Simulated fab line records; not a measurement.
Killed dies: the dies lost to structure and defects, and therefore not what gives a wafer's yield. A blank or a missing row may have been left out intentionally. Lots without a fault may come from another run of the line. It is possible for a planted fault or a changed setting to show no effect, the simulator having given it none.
fab line records	flow n5Finfet
[record] lots = 6	wafers = 16	lastDay = 16
route steps=1938 shown BEOL_M6@1241 PASSIVATION@1936
lots untouched by any fault: they come from a run of this same line in which no faults occurred
startH: hours from the record's opening day to when the first of the lot's shown wafers began	waitH: how many hours have passed since the lot's step before this one	" identical to the entry in the row above	L1.1+2: several wafers, shown together as one row	- no value present, or no start provided	* or withheld: withheld	< > ~ a bound
route shown NAME@n: names a module that has steps shown in the file, with the first one's number in the route	usual: average and standard deviation across the fault-free wafers	same: alike in all rows	chamber/n: place in a boat	sites: per-site readings	_std_site: standard deviation across them	_edge_site: outer sites' mean less inner sites'	radiusMm: how far each site lies from the wafer's centre	mask NAME#n: copy n	behind: the last tool/chamber to shape the wafer	hold: why the lot went on hold/how many hours it stayed there/how the hold came to an end	device: transistor that didn't switch, given as n, p or np	end of line: the same wafers' tests at the end of the route	a step without rows: its recipe alone	killed: not the wafer's yield, but the dies lost to structure and defects at the first sort	map: shows each die of a wafer: x if killed, . if not, _ if none is there
set.NAME: the run value of the setting; set.NAME@STEP: its run value at that earlier step	model.NAME: the simulator's own value behind a step, which no gauge read
certain route steps with their lots: each step a table, each wafer a row
services: a tool's chamber out of use, with start hour (startH, from the record's first day; less than 0 if before it), hours out, and reason
[[steps]]
[step N5_BEOL_M6_STRIP_80]
[recipe] chemistry = N2/H2	timeS = 10	powerW = 450	tempC = 40	pressureMtorr = 20	rfFrequencyHz = 6e+07	biasPowerW = 7	n2FlowSccm = 200	h2FlowSccm = 200
[usual] drypumpMotorCurrentA = 5.8/0.37	oesProductAu = 0.80/0.088	rfVppV = 59.0/0.93	showerheadPlenumPTorr = 2.49/0.062	throttleValvePct = 23.7/0.32
lot.wafer	tool	chamber	startH	waitH	drypumpMotorCurrentA	oesProductAu	rfHoursCounterH	rfVppV	showerheadPlenumPTorr	throttleValvePct
L386.1	rieDiel-02	0	-	-	5.9	0.70	220	57.7	2.40	23.9
L386.2	"	2	"	"	6.1	0.73	190	59.1	2.63	24.0
L386.4	"	2	"	"	6.2	0.74	-	58.7	2.63	24.0
L385.1	rieDiel-06	1	-	-	6.0	0.74	177	60.0	2.54	24.2
L385.3	"	3	"	"	6.2	0.75	169	60.4	2.43	23.7
L385.4	"	0	"	"	5.8	0.91	29	59.0	2.48	23.5
L388.1	rieDiel-06	0	-	-	5.8	0.91	37	58.3	2.48	23.5
L388.2	"	2	"	"	5.9	0.94	28	60.1	2.47	23.1
L389.2	rieDiel-06	3	-	-	6.2	0.74	183	59.1	2.43	23.7
L389.5	"	0	"	"	5.8	0.89	-	59.5	2.48	23.5
L399.1	rieDiel-02	3	-	-	6.1	0.69	234	59.3	2.40	24.2
L399.3	"	1	"	"	5.0	0.69	222	58.2	2.41	23.7
L399.6	"	2	"	"	6.1	0.71	-	60.8	2.61	24.1
L402.1	rieDiel-06	0	-	-	5.8	0.85	65	59.9	2.47	23.5
L402.4	"	3	"	"	6.2	0.72	209	59.1	2.41	23.7
L402.6	"	3	"	"	6.2	0.72	-	58.9	2.42	23.7
[step N5_BEOL_M6_OCD_MEAS_38]
[usual] trenchDepthNm = 94.0/1.3
lot.wafer	tool	chamber	startH	waitH	trenchDepthNm
L386.1	ocd-01	-	198.38	-	91.0
L386.2	"	-	"	"	93.4
L386.4	"	-	"	"	92.4
L385.1	ocd-02	-	200.30	-	93.7
L385.3	"	-	"	"	92.9
L385.4	"	-	"	"	94.5
L388.1	ocd-02	-	222.26	-	95.5
L388.2	"	-	"	"	95.7
L389.2	ocd-01	-	242.42	-	93.4
L389.5	"	-	"	"	95.1
L399.1	ocd-02	-	287.08	-	94.6
L399.3	"	-	"	"	92.2
L399.6	"	-	"	"	92.8
L402.1	ocd-01	-	312.46	-	93.4
L402.4	"	-	"	"	92.0
L402.6	"	-	"	"	92.3
[step N5_BEOL_M6_HM_STRIP_39]
[recipe] chemistry = peroxideTinStrip	material = TiN	targetDepthA = 250	tempC = 50	timeS = 158
[step N5_BEOL_M6_SRD_40]
[recipe] timeS = 30	tempC = 23	rinseLiquid = diw	dry = ipaMarangoni
[step N5_BEOL_M6_PRECLEAN_42]
[recipe] chemistry = residueRemover	timeS = 60	tempC = 40
[step N5_BEOL_M6_SRD_43]
[recipe] timeS = 30	tempC = 23	rinseLiquid = diw	dry = ipaMarangoni
[step N5_BEOL_M6_CD_MEAS_35]
[recipe] targetCdNm = 40	targetCdYNm = 28	polarity = opening
[usual] cdNm = 40.1/0.47
lot.wafer	tool	chamber	startH	waitH	cdNm
L386.1	cdSem-02	-	198.53	0.0	40.2
L386.2	"	-	"	"	40.1
L386.4	"	-	"	"	39.9
L385.1	cdSem-01	-	200.46	0.0	40.1
L385.3	"	-	"	"	39.7
L385.4	"	-	"	"	39.8
L388.1	cdSem-01	-	222.45	0.0	40.6
L388.2	"	-	"	"	39.8
L389.2	cdSem-01	-	242.60	0.0	39.5
L389.5	"	-	"	"	39.6
L399.1	cdSem-02	-	287.24	0.0	39.3
L399.3	"	-	"	"	40.4
L399.6	"	-	"	"	39.4
L402.1	cdSem-02	-	312.62	0.0	40.3
L402.4	"	-	"	"	40.0
L402.6	"	-	"	"	41.0
[step N5_BEOL_M6_CURE_75]
[recipe] tempC = 370	timeS = 120	ambient = DMADMS/He	material = SiCOH_lowk
[step N5_BEOL_M6_DEGAS_44]
[recipe] ambient = vacuum	tempC = 250	timeS = 60
[usual] heaterPowerW = 331/35
lot.wafer	tool	chamber	startH	waitH	heaterPowerW
L386.1	pvdSputter-02	-	199.35	0.7	293
L386.2	"	-	"	"	294
L386.4	"	-	"	"	365
L385.1	pvdSputter-03	-	200.90	0.4	345
L385.3	"	-	"	"	268
L385.4	"	-	"	"	333
L388.1	pvdSputter-01	-	224.04	1.3	342
L388.2	"	-	"	"	351
L389.2	pvdSputter-01	-	243.20	0.5	340
L389.5	"	-	"	"	348
L399.1	pvdSputter-02	-	287.76	0.4	312
L399.3	"	-	"	"	285
L399.6	"	-	"	"	299
L402.1	pvdSputter-01	-	313.32	0.6	347
L402.4	"	-	"	"	340
L402.6	"	-	"	"	342
[step N5_BEOL_M6_PRE_CLEAN_45]
[recipe] gas = H2/He	timeS = 30	tempC = 250
[step N5_BEOL_M6_ALD_77]
[recipe] material = TaN	targetThkA = 20	tempC = 275	aldPrecursorFamily = PDMAT	aldCoReactant = NH3	pressureTorr = 3	carrierFlowSccm = 1500	pulseTimeS = 2	purgeTimeS = 3	coReactantPurgeTimeS = 2	coReactantPulseTimeS = 3	aldCycles = 40	precursorVesselTempC = 75	precursorVesselPressureTorr = 26.25	precursorVesselCarrierSccm = 1000
[usual] heaterPowerW = 433/46
lot.wafer	tool	chamber	startH	waitH	heaterPowerW	sinceWetCleanH
L386.1	aldMetal-03	1	199.45	0.0	473	1401
L386.2	"	3	"	"	374	1401
L386.4	"	2	"	"	464	1401
L385.1	aldMetal-03	3	201.00	0.0	384	1402
L385.3	"	0	"	"	428	1402
L385.4	"	1	"	"	484	1402
L388.1	aldMetal-01	0	224.14	0.0	405	4502
L388.2	"	2	"	"	359	4502
L389.2	aldMetal-04	3	243.39	0.1	400	2983
L389.5	"	0	"	"	455	-
L399.1	aldMetal-03	0	287.88	0.1	434	1489
L399.3	"	3	"	"	378	1489
L399.6	"	0	"	"	431	-
L402.1	aldMetal-03	3	313.65	0.3	389	1515
L402.4	"	0	"	"	423	1515
L402.6	"	2	"	"	448	-
[step N5_BEOL_M6_SURFACE_TREAT_79]
[recipe] gas = Ar	timeS = *	ionEnergyEv = *	ionCurrentMaCm2 = 0.5	pressureMtorr = *	arFlowSccm = 30
[usual] throttleValvePct = *
lot.wafer	tool	chamber	startH	waitH	throttleValvePct
L386.1	pvdSputter-01	-	199.74	0.2	*
L386.2	"	-	"	"	*
L386.4	"	-	"	"	*
L385.1	pvdSputter-01	-	201.30	0.2	*
L385.3	"	-	"	"	*
L385.4	"	-	"	"	*
L388.1	pvdSputter-01	-	224.52	0.2	*
L388.2	"	-	"	"	*
L389.2	pvdSputter-01	-	245.44	1.9	*
L389.5	"	-	"	"	*
L399.1	pvdSputter-02	-	288.26	0.2	*
L399.3	"	-	"	"	*
L399.6	"	-	"	"	*
L402.1	pvdSputter-03	-	314.70	0.9	*
L402.4	"	-	"	"	*
L402.6	"	-	"	"	*
[step N5_BEOL_M6_CVD_78]
[recipe] material = Co	targetThkA = 20	tempC = withheld	precursor = CCTBA/H2	pressureTorr = 30	timeS = 142.3
[usual] runLengthS = 165.4/0.43
lot.wafer	tool	chamber	startH	waitH	runLengthS	sinceWetCleanH
L386.1	cvdCo-02	1	199.80	0.0	165.9	63
L386.2	"	2	"	"	165.5	500
L386.4	"	1	"	"	165.6	-
L385.1	cvdCo-01	0	201.36	0.0	165.1	743
L385.3	"	2	"	"	166.2	283
L385.4	"	0	"	"	165.4	-
L388.1	cvdCo-01	0	224.58	0.0	165.0	766
L388.2	"	2	"	"	218.1	307
L389.2	cvdCo-01	2	245.69	0.2	217.7	328
L389.5	"	2	"	"	165.4	-
L399.1	cvdCo-02	2	288.32	0.0	165.2	589
L399.3	"	0	"	"	164.7	1048
L399.6	"	2	"	"	165.4	-
L402.1	cvdCo-01	2	314.93	0.2	165.7	397
L402.4	"	2	"	"	165.7	-
L402.6	"	1	"	"	165.1	-
[step N5_BEOL_M6_SPUTTER_48]
[recipe] material = Cu	targetThkA = 100	tempC = -20	biasV = 60	powerW = 26000	chamberPressurePa = 0.13	timeS = 1.667
[usual] throttleValvePct = 29.8/0.97
lot.wafer	tool	chamber	startH	waitH	throttleValvePct
L386.1	pvdSputter-03	-	199.98	0.1	29.8
L386.2	"	-	"	"	31.4
L386.4	"	-	"	"	29.1
L385.1	pvdSputter-01	-	201.48	0.1	28.5
L385.3	"	-	"	"	30.0
L385.4	"	-	"	"	30.3
L388.1	pvdSputter-03	-	224.76	0.1	29.4
L388.2	"	-	"	"	30.8
L389.2	pvdSputter-02	-	245.92	0.2	29.7
L389.5	"	-	"	"	29.6
L399.1	pvdSputter-01	-	288.48	0.1	28.9
L399.3	"	-	"	"	30.1
L399.6	"	-	"	"	30.3
L402.1	pvdSputter-03	-	315.12	0.1	31.1
L402.4	"	-	"	"	29.1
L402.6	"	-	"	"	28.8
[step N5_PASSIVATION_PROBE_49]
[usual] defectLimitedYield = 91.1/1.3	killed_at_M0_to_M3 = 34/10	killed_at_M4_up = 14/5.7	killedAtContacts = 12/5.9	killedAtFrontEnd = 41/12	killedAtOther = 4/3.1	killedDies = 105/15	killedOpen = 69/11	killedShort = 35/7.8	sort_bin_5_function = 5.3/0.81	sort_bin_6_memory = 3.3/0.75	sortNPass = 1075/15	sortYieldPct = 91.1/1.3
[same] grossDies = 1180	killedAtBackSide = 0	sort_bin_4_leakage[%] = 0	sort_bin_8_speed[%] = 0
lot.wafer	tool	chamber	startH	waitH	defectLimitedYield[%]	killed_at_M0_to_M3	killed_at_M4_up	killedAtContacts	killedAtFrontEnd	killedAtOther	killedDies	killedOpen	killedShort	sort_bin_5_function[%]	sort_bin_6_memory[%]	sortNPass	sortYieldPct[%]
L386.1	prober-01	-	279.32	0.0	90.8	25	14	16	52	2	109	69	36	5.0	3.9	1071	90.8
L386.2	prober-01	-	279.37	0.1	92.5	18	14	20	36	0	88	65	20	4.7	2.7	1092	92.5
L386.4	prober-01	-	279.47	0.2	92.3	23	18	14	36	0	91	57	32	4.2	2.8	1089	92.3
L385.1	prober-02	-	282.08	0.0	91.3	33	22	10	32	6	103	62	39	5.1	3.4	1077	91.3
L385.3	prober-02	-	282.18	0.1	90.2	43	7	25	35	6	116	69	45	5.7	3.6	1064	90.2
L385.4	prober-02	-	282.23	0.2	91.2	21	14	21	45	3	104	70	33	6.0	2.6	1076	91.2
L388.1	prober-01	-	316.64	0.0	92.3	22	26	8	30	5	91	55	33	5.0	2.5	1089	92.3
L388.2	prober-01	-	316.69	0.1	91.2	28	31	7	37	1	104	69	32	5.3	2.9	1076	91.2
L389.2	prober-01	-	336.55	0.1	90.5	29	18	24	38	3	112	82	30	5.9	3.2	1068	90.5
L389.5	prober-01	-	336.70	0.2	90.4	34	14	32	30	3	113	72	41	5.8	3.4	1067	90.4
L399.1	prober-01	-	382.65	0.0	91.5	28	22	7	41	2	100	68	26	6.0	2.0	1080	91.5
L399.3	prober-01	-	382.75	0.1	90.5	44	17	12	37	2	112	67	43	4.7	4.0	1068	90.5
L399.6	prober-01	-	382.90	0.3	91.3	38	21	10	32	2	103	72	29	4.9	3.6	1077	91.3
L402.1	prober-02	-	392.59	0.0	91.9	31	13	14	37	0	95	72	23	5.1	2.9	1085	91.9
L402.4	prober-02	-	392.74	0.2	91.0	33	4	22	46	1	106	77	27	5.2	3.2	1074	91.0
L402.6	prober-02	-	392.84	0.3	90.6	42	9	14	43	3	111	72	33	5.8	3.1	1069	90.6
// killed by level:class
L386.1 MOL_CONTACT_COAG:geometricParticle:open=13 GATE_CUT:geometricParticle:short=11 FIN_SAQP:geometricParticle:open=8 BEOL_M4:geometricParticle:open=8 STI_FIN_REVEAL:geometricParticle:open=7 BEOL_M1:geometricParticle:open=6 BEOL_M0_SAQP:geometricParticle:short=5 DUMMY_GATE:geometricParticle:open=4
L386.2 MOL_CONTACT_COAG:geometricParticle:open=17 STI_FIN_REVEAL:geometricParticle:open=7 BEOL_M4:geometricParticle:open=6 GATE_CUT:geometricParticle:open=5 BEOL_M0:geometricParticle:open=5 BEOL_M2:geometricParticle:open=5 FIN_SAQP:geometricParticle:open=4 GATE_CUT:geometricParticle:short=4
L386.4 MOL_CONTACT_COAG:geometricParticle:open=12 GATE_CUT:geometricParticle:open=6 BEOL_M4:geometricParticle:open=6 BEOL_M1:geometricParticle:open=5 STI_FIN_REVEAL:geometricParticle:short=4 STI_FIN_REVEAL:geometricParticle:open=4 STARTING-WAFER:geometricParticle:short=4 BEOL_M5:geometricParticle:open=4
L385.1 BEOL_M4:geometricParticle:open=14 BEOL_M2:geometricParticle:open=9 MOL_CONTACT_COAG:geometricParticle:open=7 BEOL_M0_SAQP:geometricParticle:short=7 FIN_SAQP:geometricParticle:short=6 FIN_SAQP:geometricParticle:open=6 GATE_CUT:geometricParticle:short=5 BEOL_M0_SAQP:geometricParticle:open=5
L385.3 MOL_CONTACT_COAG:geometricParticle:open=18 BEOL_M2:geometricParticle:open=10 BEOL_M0_SAQP:geometricParticle:short=9 BEOL_M0_SAQP:geometricParticle:open=9 STI_FIN_REVEAL:geometricParticle:open=7 MOL_CONTACT_COAG:geometricParticle:short=7 BEOL_M2:geometricParticle:short=6 STI_FIN_REVEAL:geometricParticle:short=5
L385.4 MOL_CONTACT_COAG:geometricParticle:open=19 FIN_SAQP:geometricParticle:open=12 BEOL_M4:geometricParticle:open=9 GATE_CUT:geometricParticle:short=8 STI_FIN_REVEAL:geometricParticle:open=6 FIN_SAQP:geometricParticle:short=5 BEOL_M2:geometricParticle:open=5 BEOL_M0_SAQP:geometricParticle:short=5
L388.1 BEOL_M4:geometricParticle:open=12 STI_FIN_REVEAL:geometricParticle:open=10 GATE_CUT:geometricParticle:short=5 MOL_CONTACT_COAG:geometricParticle:open=5 BEOL_M3:geometricParticle:open=5 BEOL_M5:geometricParticle:open=5 BEOL_M0_SAQP:geometricParticle:short=4 BEOL_M0_SAQP:geometricParticle:open=4
L388.2 BEOL_M4:geometricParticle:open=19 FIN_SAQP:geometricParticle:open=7 DUMMY_GATE:geometricParticle:open=6 GATE_CUT:geometricParticle:short=6 STI_FIN_REVEAL:geometricParticle:open=5 MOL_CONTACT_COAG:geometricParticle:open=5 BEOL_M0_SAQP:geometricParticle:short=5 BEOL_M1:geometricParticle:open=5
L389.2 MOL_CONTACT_COAG:geometricParticle:open=21 FIN_SAQP:geometricParticle:open=11 BEOL_M3:geometricParticle:open=11 BEOL_M4:geometricParticle:open=10 BEOL_M0_SAQP:geometricParticle:open=7 FIN_SAQP:geometricParticle:short=6 DUMMY_GATE:geometricParticle:open=6 STI_FIN_REVEAL:geometricParticle:open=4
L389.5 MOL_CONTACT_COAG:geometricParticle:open=25 FIN_SAQP:geometricParticle:open=9 MOL_CONTACT_COAG:geometricParticle:short=7 BEOL_M0_SAQP:geometricParticle:open=7 BEOL_M1:geometricParticle:open=6 BEOL_M0_SAQP:geometricParticle:short=6 FIN_SAQP:geometricParticle:short=5 BEOL_M2:geometricParticle:open=4
L399.1 STI_FIN_REVEAL:geometricParticle:open=11 FIN_SAQP:geometricParticle:open=8 BEOL_M0_SAQP:geometricParticle:short=7 MOL_CONTACT_COAG:geometricParticle:open=6 BEOL_M4:geometricParticle:open=6 STARTING-WAFER:geometricParticle:open=5 GATE_CUT:geometricParticle:short=5 BEOL_M0_SAQP:geometricParticle:open=5
L399.3 MOL_CONTACT_COAG:geometricParticle:open=11 STI_FIN_REVEAL:geometricParticle:open=9 BEOL_M0_SAQP:geometricParticle:open=9 BEOL_M2:geometricParticle:open=8 BEOL_M2:geometricParticle:short=7 FIN_SAQP:geometricParticle:short=6 BEOL_M3:geometricParticle:open=6 BEOL_M3:geometricParticle:short=6
L399.6 FIN_SAQP:geometricParticle:open=13 BEOL_M0_SAQP:geometricParticle:open=10 BEOL_M0_SAQP:geometricParticle:short=10 MOL_CONTACT_COAG:geometricParticle:open=7 BEOL_M3:geometricParticle:open=6 BEOL_M5:geometricParticle:open=6 STI_FIN_REVEAL:geometricParticle:open=5 GATE_CUT:geometricParticle:short=5
L402.1 STI_FIN_REVEAL:geometricParticle:open=11 MOL_CONTACT_COAG:geometricParticle:open=10 FIN_SAQP:geometricParticle:open=9 BEOL_M0_SAQP:geometricParticle:open=9 BEOL_M3:geometricParticle:open=7 GATE_CUT:geometricParticle:open=4 MOL_CONTACT_COAG:geometricParticle:short=4 BEOL_M5:geometricParticle:open=4
L402.4 MOL_CONTACT_COAG:geometricParticle:open=21 STI_FIN_REVEAL:geometricParticle:open=16 BEOL_M0_SAQP:geometricParticle:short=9 DUMMY_GATE:geometricParticle:open=6 BEOL_M0_SAQP:geometricParticle:open=6 FIN_SAQP:geometricParticle:short=5 BEOL_M1:geometricParticle:open=5 BEOL_M3:geometricParticle:open=5
L402.6 DUMMY_GATE:geometricParticle:open=14 BEOL_M0_SAQP:geometricParticle:short=13 MOL_CONTACT_COAG:geometricParticle:open=8 BEOL_M0_SAQP:geometricParticle:open=8 BEOL_M2:geometricParticle:open=8 STI_FIN_REVEAL:geometricParticle:open=7 BEOL_M3:geometricParticle:open=7 MOL_CONTACT_COAG:geometricParticle:short=6
[[services]]
tool	chamber	startH	hours	kind
rieDiel-02	2	180.54	3.9	repair
aldMetal-03	-	206.09	6.0	pm
rieDiel-06	2	209.85	1.5	repair
pvdSputter-02	-	222.72	1.7	repair
cvdCo-02	-	226.67	6.9	pm
rieDiel-02	-	243.77	0.4	repair
aldMetal-04	-	247.48	4.3	pm
rieDiel-06	1	249.84	9.5	repair
aldMetal-03	3	251.50	3.4	repair
cvdCo-01	1	260.99	2.6	repair
rieDiel-06	0	274.73	1.6	repair
rieDiel-06	0	276.83	7.2	repair
rieDiel-02	0	286.55	12.4	repair
cvdCo-02	-	303.49	1.5	repair
cvdCo-02	-	305.01	2.8	pm
[[key]]
[firstSign] step = N5_BEOL_M6_CVD_78	reading = runLengthS	direction = up	sigmas = 99+	usual = *	struck = *
effect none on later readings
metAt N5_BEOL_M6_CVD_78
struckWafers L388.2,L389.2
onsetBetween 201.36 224.58
[fault] kind = processParameterDrift	tool = cvdCo-01	chamber = -	onsetH = 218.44	steps = N5_BEOL_M6_CVD_78	channel = timeS	offset = *	shape = step	endH = 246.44	scope = struckWafersOnly	actsIn = *	stated = *
